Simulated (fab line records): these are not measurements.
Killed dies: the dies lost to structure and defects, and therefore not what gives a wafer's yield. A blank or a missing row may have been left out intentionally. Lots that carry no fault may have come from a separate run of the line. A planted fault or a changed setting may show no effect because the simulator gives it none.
A lot that was struck, set against a sound lot :: flow n5Finfet :: 37 out of 1938 route steps
Sound: the wafers L678.1, L678.3, L678.6. Struck: wafer L687.2 (left out: L687.1, a lot-mate that was not struck); the cause follows at the end.
Order at every step that has rows: each side's tool, ch and its chambers, its first start. Under that, the readings that differ: sound wafers :: struck wafers :: difference of the means :: sigmas: that difference in standard deviations of wafers without a fault.
alike: readings with means less than 2 such deviations apart, plus words and numbers identical on both sides. not compared: withheld readings, readings lacking a value on some wafer, bounds such as >300 that could conceal the same value, and numbers that have no deviation in the record and whose values overlap.
The two part at a step that has a row with sigmas, a row that says differs or no value, or rows on one side only. When numbers do not overlap yet have no deviation, they are printed without sigmas and do not part them. A reading missing from all wafers of one side parts the sides only when that side holds two or more wafers.

first, 8 steps without rows for these wafers: N5_MOL_CONTACT_COAG_SRD_139 (time 30 s); N5_MOL_CONTACT_COAG_PRE_CLEAN_121; N5_MOL_CONTACT_COAG_CVD_140 (deposits W, target thk 66.5 nm, time 215 s); N5_MOL_CONTACT_COAG_PRECLEAN_127 (cleans in DIW, time 57.5 s); N5_MOL_CONTACT_COAG_SRD_128 (dry time 32 s); N5_MOL_CONTACT_COAG_CMP_52 (polishes, stops on SiO2, t overpolish 1.5 s, target thk 66.5 nm); N5_MOL_CONTACT_COAG_ANNEAL_112 (time 1800 s); N5_BEOL_M0_SAQP_PECVD_00 (deposits SiCN from 3MS/NH3, target thk 8 nm, time 14 s).
N5_BEOL_M0_SAQP_ILD_DEP_01: deposits SiOC from DEMS/O2, target thk 45.419 nm, time 8.7 s.
  sound on pecvd-04 ch 0,1,2, day 7 01:52; struck on pecvd-04 ch 2, day 9 05:50
reading: model.SiOC_of_BEOL_M0_SAQP_ILD_DEP_01.thkNm (nm)
sound: 45.2 44.2 45.6
struck: 61.4
difference: +16.4
sigmas: 
  alike: heaterPowerW, showerheadPlenumPTorr, throttleValvePct
then, 25 steps without rows for these wafers: N5_BEOL_M0_SAQP_HM_DEP_02 (deposits TiN, target thk 12 nm); N5_BEOL_M0_SAQP_PECVD_03 (deposits SiCN from 3MS/NH3, target thk 12 nm, time 21.1 s); N5_BEOL_M0_SAQP_PECVD_96 (deposits a-Si from SiH4/He, target thk 45 nm, time 45.2 s); N5_BEOL_M0_SAQP_PECVD_97 (deposits SiNx from SiH4/NH3/N2, target thk 23 nm, time 19.9 s); N5_BEOL_M0_SAQP_PECVD_04 (deposits a-Si from SiH4/He, target thk 60 nm, time 60.2 s); N5_BEOL_M0_SAQP_HM_DEP_111 (deposits SiO2 from SiH4/N2O, target thk 12 nm, time 7.2 s); N5_BEOL_M0_SAQP_COAT_81 (time 60 s, resist thk 100 nm); N5_BEOL_M0_SAQP_COAT_82 (time 60 s, resist thk 30 nm); N5_BEOL_M0_SAQP_COAT_08 (resist thk 90 nm); N5_BEOL_M0_SAQP_EBR_10; N5_BEOL_M0_SAQP_SOFTBAKE_09 (time 60 s); N5_BEOL_M0_SAQP_EXPOSE_11 (exposes mask M0 CORE, target cd 42 nm); N5_BEOL_M0_SAQP_PEB_12 (peb time 60 s); N5_BEOL_M0_SAQP_DEVELOP_13 (develop time 30 s); N5_BEOL_M0_SAQP_DESCUM_19 (chemistry O2, time 7.9 s); N5_BEOL_M0_SAQP_ETCH_83 (etches SiARC in CF4, target depth 39 nm, time 65 s); N5_BEOL_M0_SAQP_ETCH_84 (etches SOC in N2/H2, target depth 100 nm, overetch 20 nm, time 150 s); N5_BEOL_M0_SAQP_STRIP_80 (strips in N2/H2); N5_BEOL_M0_SAQP_HM_OPEN_112 (chemistry CHF3/O2, target SiO2, stops on a-Si, target depth 12 nm, time 13.5 s); N5_BEOL_M0_SAQP_STRIP_113 (strips in CHF3/O2); N5_BEOL_M0_SAQP_MANDREL_ETCH_20 (etches a-Si in HBr/Cl2, stops on SiNx, target depth 60 nm, bt time 10 s, time 30 s); N5_BEOL_M0_SAQP_STRIP_86 (strips in N2/H2); N5_BEOL_M0_SAQP_STRIP_115 (strips in post etch residue remover, time 60 s); N5_BEOL_M0_SAQP_SRD_93 (time 30 s); N5_BEOL_M0_SAQP_RECESS_114 (chemistry HF/NH3, target SiO2, target depth 14.4 nm, afs cycles 3, sublimation time 60 s).
N5_BEOL_M0_CMP_120: polishes, stops on SiOC, t overpolish 6.9 s.
  sound on cmp-04 ch 0,1,3, day 7 17:44; struck on cmp-02 ch 2, day 9 18:06
reading: model.SiOC_of_BEOL_M0_SAQP_ILD_DEP_01.thkNm (nm)
sound: 39.4 38.2 39.6
struck: 55.4
difference: +16.3
sigmas: 
  alike: barrierFieldEndpointS, motorCurrentA, overpolishRunS, timeToEndpointS
N5_BEOL_M0_RS_MEAS_126: the measuring method here is four-point-probe.
  struck on filmMetro-02, day 9 18:41; sound on filmMetro-02, day 7 18:13
reading: M0_RS (ohm/sq)
sound: 0.527 0.556 0.538
struck: 0.386
difference: -0.154
sigmas: -7
-- a jump in the record: the struck wafers' starts before and after are 2 days apart (it breaks off in module BEOL_M0 and resumes in module BEOL_M4, where the first step shown is number 1111 of the route) --
N5_BEOL_M4_RC_MEAS_101:
  sound on prober-01 ch 0, day 9 12:20; struck on prober-01 ch 0, day 12 00:52
reading: ION_N (uA/um)
sound: 655 669 671
struck: 694
difference: +29
sigmas: +2

reading: VT_N (mV)
sound: 252 254 249
struck: 245
difference: -7
sigmas: -2
  alike: DIBL_N, DIBL_P, IOFF_N, IOFF_P, ION_P, SS_N, SS_P, VT_P

== WHERE THEY PART ==
Last at N5_BEOL_M4_RC_MEAS_101 as far as this record goes, first at N5_BEOL_M0_RS_MEAS_126.

WHY: what had been put in by the simulator
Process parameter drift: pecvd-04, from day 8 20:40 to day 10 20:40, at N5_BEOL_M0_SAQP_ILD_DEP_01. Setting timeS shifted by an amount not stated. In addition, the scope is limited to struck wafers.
